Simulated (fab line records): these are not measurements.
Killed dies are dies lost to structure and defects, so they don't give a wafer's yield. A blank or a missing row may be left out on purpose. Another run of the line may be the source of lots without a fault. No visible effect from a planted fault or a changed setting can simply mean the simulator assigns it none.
The tool behind it: which one? ; flow n5Finfet ; Sampling: 9 lots, 27 wafers, 5 of 1938 route steps

== WHAT EACH GAUGE READ, for each wafer ==
N5_BEOL_M4_RC_MEAS_101. Usual: DIBL_N 37.0 mV/V, standard deviation 1.6; DIBL_P 37.0 mV/V, standard deviation 2.1; IOFF_N 0.17 nA/um, standard deviation 0.032; IOFF_P 0.22 nA/um, standard deviation 0.043; ION_N 679 uA/um, standard deviation 13; ION_P 465 uA/um, standard deviation 9.5; SS_N 71.7 mV/dec, standard deviation 0.59; SS_P 73.6 mV/dec, standard deviation 0.64; VT_N 249 mV, standard deviation 3.2; VT_P -249 mV, standard deviation 4.1.
lot;measured;on;DIBL_N (mV/V);DIBL_P (mV/V);IOFF_N (nA/um);IOFF_P (nA/um);ION_N (uA/um);ION_P (uA/um);SS_N (mV/dec);SS_P (mV/dec);VT_N (mV);VT_P (mV);flag
L747;day 10 23:23;prober-01;37.1 36.9 35.1;37.7 37.9 35.9;0.15 0.15 0.13;0.20 0.20 0.19;663 678 679;453 467 467;72.1 71.6 71.2;74.2 74.0 73.1;252 253 253;-254 -254 -250;
L748;day 11 15:25;prober-02;39.7 36.7 38.7;40.1 36.3 38.5;0.21 0.14 0.18;0.25 0.18 0.22;700 675 689;472 464 468;72.9 71.8 72.4;74.7 73.7 74.1;248 254 248;-249 -253 -253;
L754;day 13 16:23;prober-01;36.2 38.7 39.8;35.0 38.3 39.8;0.14 0.18 0.23;0.16 0.22 0.25;657 670 679;448 455 463;71.7 71.6 72.4;73.6 74.2 74.3;252 249 245;-256 -253 -249;
L757;day 15 05:56;prober-02;39.3 36.8 34.9;38.7 35.9 34.0;0.20 0.16 0.13;0.28 0.23 0.21;690 677 678;474 467 474;72.4 71.7 71.2;73.7 73.2 72.5;247 250 251;-244 -247 -247;
L762;day 15 06:29;prober-01;39.9 34.1 33.9;43.9 37.2 35.6;0.27 0.14 0.14;0.38 0.22 0.20;698 659 655;481 458 453;72.1 71.6 71.4;75.1 73.2 73.2;241 249 251;-241 -251 -249;
L764;day 15 07:17;prober-02;35.7 37.2 36.7;35.7 38.3 36.9;0.15 0.19 0.16;0.22 0.26 0.21;668 687 670;463 472 458;72.1 72.0 71.7;73.2 73.7 74.2;249 248 252;-248 -247 -249;
L763;day 16 03:49;prober-02;36.9 36.9 36.6;37.1 37.8 35.7;0.17 0.16 0.16;0.22 0.24 0.21;685 666 689;469 461 467;71.9 71.8 71.4;73.2 73.5 73.7;249 252 250;-251 -251 -250;
L765;day 16 07:55;prober-01;36.6 34.4 34.6;36.5 34.2 34.8;0.17 0.13 0.14;0.20 0.17 0.18;679 667 679;456 457 464;71.8 70.5 70.6;73.6 72.9 73.1;247 251 251;-254 -253 -252;
L768;day 16 17:29;prober-01;35.9 35.7 36.5;33.4 34.1 36.1;0.13 0.14 0.16;0.17 0.18 0.22;649 667 661;447 449 460;71.5 71.5 72.2;72.9 73.3 73.4;253 248 249;-255 -253 -251;

== WHICH TOOL RAN EACH LOT (tool, then ch and the chambers of the sampled wafers, then the start) ==
lot;N5_BEOL_M3_HM_DEP_02;N5_BEOL_M3_DESCUM_16;N5_BEOL_M3_COAT_76;N5_BEOL_M3_DESCUM_33
L747;pvdSputter-01, day 9 04:28;rieDiel-01 ch 1,2, day 9 05:11;lithoTrack-05 ch 0, day 9 05:40;rieDiel-04 ch 2,3, day 9 06:11
L748;pvdSputter-02, day 9 11:14;rieDiel-01 ch 2,3, day 9 12:01;lithoTrack-05 ch 0, day 9 12:32;rieDiel-04 ch 2,3, day 9 13:20
L754;pvdSputter-01, day 10 22:15;rieDiel-04 ch 0,2,3, day 10 23:15;lithoTrack-05 ch 0, day 10 23:43;rieDiel-01 ch 1,2,3, day 11 00:14
L757;pvdSputter-01, day 12 19:10;rieDiel-01 ch 1,2,3, day 12 19:43;lithoTrack-05 ch 0, day 12 20:11;rieDiel-01 ch 2,3, day 12 21:03
L762;pvdSputter-03, day 12 19:47;rieDiel-01 ch 0,1,2, day 12 20:17;lithoTrack-05 ch 0, day 12 20:53;rieDiel-01 ch 1,3, day 12 21:17
L764;pvdSputter-01, day 12 23:35;rieDiel-06 ch 1,2,3, day 13 00:17;lithoTrack-01 ch 0, day 13 00:46;rieDiel-04 ch 1,2,3, day 13 01:13
L763;pvdSputter-02, day 13 11:02;rieDiel-01 ch 1,2, day 13 11:44;lithoTrack-01 ch 0, day 13 12:13;rieDiel-01 ch 0,1, day 13 12:37
L765;pvdSputter-03, day 13 15:05;rieDiel-06 ch 1,2,3, day 13 15:43;lithoTrack-02 ch 0, day 13 16:11;rieDiel-04 ch 0,1, day 13 17:04
L768;pvdSputter-02, day 14 10:22;rieDiel-06 ch 1,3, day 14 10:53;lithoTrack-02 ch 0, day 14 11:21;rieDiel-06 ch 0,1,3, day 14 11:45
- N5_BEOL_M3_HM_DEP_02: deposits TiN, target thk 20 nm.
- N5_BEOL_M3_DESCUM_16: chemistry O2, time 7 s.
- N5_BEOL_M3_COAT_76: time 60 s, resist thk 5 nm.
- N5_BEOL_M3_DESCUM_33: chemistry O2, time 7 s.

== WHAT THE TOOLS THEMSELVES READ (means of the sampled wafers that have a number; where no wafer has one, the mark that the record gives instead) ==
N5_BEOL_M3_HM_DEP_02. Usual: throttleValvePct 29.8 %, standard deviation 0.87.
lot;tool;throttleValvePct (%);flag
L747;pvdSputter-01;28.9;
L748;pvdSputter-02;30.1;
L754;pvdSputter-01;29.9;
L757;pvdSputter-01;29.9;
L762;pvdSputter-03;30.0;
L764;pvdSputter-01;29.0;
L763;pvdSputter-02;29.5;
L765;pvdSputter-03;29.2;
L768;pvdSputter-02;30.4;

N5_BEOL_M3_DESCUM_16. Usual: drypumpMotorCurrentA 5.9 A, standard deviation 0.35; oesProductAu 0.83 a.u., standard deviation 0.085; rfVppV 243.0 V, standard deviation 1.6; showerheadPlenumPTorr 2.07 Torr, standard deviation 0.081; throttleValvePct 20.32 %, standard deviation 0.29.
lot;tool;drypumpMotorCurrentA (A);oesProductAu (a.u.);rfVppV (V);showerheadPlenumPTorr (Torr);throttleValvePct (%);flag
L747;rieDiel-01;6.1;0.91;243.3;2.09;20.02;
L748;rieDiel-01;6.2;0.85;245.2;2.17;20.40;
L754;rieDiel-04;5.6;0.82;243.0;2.10;20.43;
L757;rieDiel-01;6.2;0.81;243.4;2.11;20.34;
L762;rieDiel-01;6.1;0.80;242.4;2.03;20.33;
L764;rieDiel-06;5.7;0.90;243.1;2.07;20.16;
L763;rieDiel-01;6.1;0.80;243.0;2.04;20.26;
L765;rieDiel-06;5.8;0.89;242.3;2.07;20.17;
L768;rieDiel-06;6.1;0.82;241.6;2.00;20.19;

N5_BEOL_M3_COAT_76. Usual: exhaustPa 45.1 Pa, standard deviation 0.9; spinSpeedRpm 1500.1 rpm, standard deviation 0.95.
lot;tool;exhaustPa (Pa);spinSpeedRpm (rpm);flag
L747;lithoTrack-05;45.6;1499.4;
L748;lithoTrack-05;45.0;1500.9;
L754;lithoTrack-05;45.2;1499.6;
L757;lithoTrack-05;43.7;1433.0;OFF
L762;lithoTrack-05;46.2;1432.9;OFF
L764;lithoTrack-01;45.0;1499.9;
L763;lithoTrack-01;46.2;1499.5;
L765;lithoTrack-02;45.3;1500.6;
L768;lithoTrack-02;44.8;1501.5;

N5_BEOL_M3_DESCUM_33. Usual: drypumpMotorCurrentA 6.0 A, standard deviation 0.31; oesProductAu 0.82 a.u., standard deviation 0.074; rfVppV 242.8 V, standard deviation 1.5; showerheadPlenumPTorr 2.08 Torr, standard deviation 0.082; throttleValvePct 20.4 %, standard deviation 0.31.
lot;tool;drypumpMotorCurrentA (A);oesProductAu (a.u.);rfVppV (V);showerheadPlenumPTorr (Torr);throttleValvePct (%);flag
L747;rieDiel-04;5.4;0.88;243.0;2.12;20.4;
L748;rieDiel-04;5.7;0.88;243.5;2.09;20.4;
L754;rieDiel-01;6.2;0.82;243.4;2.11;20.3;
L757;rieDiel-01;6.1;0.84;243.0;2.14;20.2;
L762;rieDiel-01;6.2;0.76;242.3;2.07;20.5;
L764;rieDiel-04;5.8;0.86;243.0;2.12;20.5;
L763;rieDiel-01;6.1;0.76;241.6;1.99;20.5;
L765;rieDiel-04;6.1;0.84;243.4;2.13;20.6;
L768;rieDiel-06;6.0;0.84;242.4;2.03;20.0;

== THE ANSWER, worked out from the rows above alone ==
Rule: take the mean of a lot's wafers that have a number; if it is more than 3 standard deviations from the usual mean, the lot is off. A lot without any number at a reading at which 4 lots or more have one is off too. Where the step has rows for the other lots, those lots are counted as sound. After the gauges, taken in route order, come the tools' own readings; for these a lot's mean is taken, as printed above. At the first step where some lot is off, the reading lying furthest off is the one used; lots without a number count as furthest.
Off: L757, L762, at N5_BEOL_M3_COAT_76 (spinSpeedRpm).
A tool fits if, at that step or a process step before it, it ran every lot that is off, and no sound lot after the first of them. One fits: N5_BEOL_M3_COAT_76 on lithoTrack-05. A fault onset in the window from L754 (day 10 23:43, its last sound lot) to L757 (day 12 20:11, its first lot off) fits.
The tool's own readings at N5_BEOL_M3_COAT_76 bear it out: on the lots that are off they differ by more than 5 times the standard deviation of the sound lots' means. spinSpeedRpm reads 1433.0 rpm there against 1500.2 rpm on the sound lots.

== WHAT WAS PUT IN BY THE SIMULATOR ==
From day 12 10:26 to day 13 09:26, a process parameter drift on lithoTrack-05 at N5_BEOL_M3_COAT_76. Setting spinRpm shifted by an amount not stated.
Lots struck among those shown: L757, L762. The same result came from the rule above.
